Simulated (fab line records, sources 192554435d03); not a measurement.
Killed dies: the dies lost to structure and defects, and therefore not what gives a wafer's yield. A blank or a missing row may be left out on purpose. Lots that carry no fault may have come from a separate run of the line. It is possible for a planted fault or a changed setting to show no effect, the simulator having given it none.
Split-lot study	flow n5Finfet	21 wafers read from 7 lots, route of 1938 steps

== THE SPLIT ==
At N5_SD_EPI_P_EPI_21 (deposits SiGe:B, time 355 s), the setting tempC was moved away from the recipe's 550 C on 5 of the 21 wafers read, by -0.5% to +0.3%. For the rest of the wafers, this setting stayed at what the recipe calls for.

== FROM THE SPLIT TO THE READING: what the file shows between them, 5 steps ==
- N5_SD_EPI_P_HM_STRIP_48: strips SiNx in H3PO4, material SiNx, target depth 3 nm
- N5_SD_EPI_P_SRD_49: time 30 s
- N5_SD_EPI_P_PRECLEAN_24: cleans in O3/DIW, time 45 s
- N5_SD_ACTIVATION_RTA_00: time 0 s
- N5_SD_ACTIVATION_LSA_01: time 0.0008 s

== THE READING ==
RS_SD_P (ohm/sq), read at N5_SD_ACTIVATION_RS_MEAS_03 with a four-point probe. Fault-free wafers of this fab line usually give 55.8 ohm/sq, standard deviation 0.94 ohm/sq.

wafer	tool, chamber at the split	tempC as run, C	against the recipe	RS_SD_P, ohm/sq	against lot-mates on the recipe
L079.4	epiRpcvd-04, 0	550	recipe	56.2	-
L079.5	epiRpcvd-04, 0	550	recipe	56.0	-
L079.6	epiRpcvd-04, 0	550	recipe	55.5	-
L080.3	epiRpcvd-02, 0	550	recipe	55.5	-
L080.4	epiRpcvd-02, 0	547.5	-0.5%	59.5	+4.0
L080.5	epiRpcvd-02, 0	547.5	-0.5%	58.9	+3.4
L081.1	epiRpcvd-02, 0	550	recipe	55.7	-
L081.2	epiRpcvd-02, 0	550	recipe	55.5	-
L081.4	epiRpcvd-02, 0	550	recipe	55.6	-
L084.2	epiRpcvd-02, 0	551.3	+0.2%	53.5	-1.0
L084.3	epiRpcvd-02, 0	550	recipe	54.6	-
L084.5	epiRpcvd-02, 0	550	recipe	54.4	-
L085.2	epiRpcvd-02, 0	547	-0.5%	60.4	+4.7
L085.5	epiRpcvd-02, 0	550	recipe	55.2	-
L085.6	epiRpcvd-02, 0	550	recipe	56.1	-
L090.1	epiRpcvd-02, 0	550	recipe	55.3	-
L090.2	epiRpcvd-02, 0	551.7	+0.3%	53.4	-1.9
L090.5	epiRpcvd-02, 0	550	recipe	55.2	-
L092.1	epiRpcvd-02, 0	550	recipe	56.0	-
L092.3	epiRpcvd-02, 0	550	recipe	56.0	-
L092.5	epiRpcvd-02, 0	550	recipe	55.5	-

THE FIT
A straight line over all 21 wafers: RS_SD_P changes by -8.25 ohm/sq for each +1% of tempC; r = -0.96; the points scatter about the line by 0.48 ohm/sq.
The same after taking each lot's own level away (the mean of its wafers on the recipe; 21 wafers): -7.73 ohm/sq for each +1%; r = -0.98; scatter 0.34 ohm/sq.
The reading moves by 4.2 ohm/sq for the largest change in tempC, on that fit.
Measured against the standard deviation above, the lots' own levels, which go from 54.50 to 55.90 ohm/sq, span 1.5 times it.
The two slopes agree, so the slope changes little with the lot-to-lot level.
Check: +4.09 ohm/sq against its lot-mates is what the line predicts for one of the wafers moved furthest among these (-0.5%) when that wafer is left out of the fit. Against them it came out at +4.75 ohm/sq.

== OTHER SPLITS ON THESE WAFERS ==
These wafers also went through other splits before the reading. Each is held against what the fit with the lots' levels taken away leaves over:
other split on the same wafers	wafers away from the commonest value	r with RS_SD_P (lot level and that fit taken away)
N5_WELL_APT_PEB_23 pebTempC	6	+0.13
N5_WELL_APT_DEVELOP_24 developTimeS	8	+0.11
N5_FIN_SAQP_EXPOSE_13 doseMj	7	-0.04
N5_FIN_CUT_EXPOSE_05 doseMj	5	-0.36
N5_FIN_CUT_STRIP_23 tempC	9	+0.04
N5_SD_EPI_N_COAT_03 spinRpm	11	+0.54

== THE WHOLE CHAIN: every reading that the file lists as answering this split, in the file's order ==
step	what it does	reading	change (the file's fit)	r (the file's)
N5_SD_EPI_P_EPI_21	deposits SiGe:B, time 355 s	SiGe-B_of_SD_EPI_P_EPI_21.thkNm (the simulator's own value, which no gauge read)	+7.95 nm for each +1% of the setting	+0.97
N5_SD_EPI_P_HM_STRIP_48	strips SiNx in H3PO4, material SiNx, target depth 3 nm	SiGe-B_of_SD_EPI_P_EPI_21.thkNm (the simulator's own value, which no gauge read)	+7.94 nm for each +1% of the setting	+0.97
N5_SD_ACTIVATION_RS_MEAS_03	measures by four-point-probe	RS_SD_P	-7.72 for each +1% of the setting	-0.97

== THE FILE'S OWN FIT ==
RS_SD_P changes by -7.72 ohm/sq for each +1% of tempC, r = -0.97.
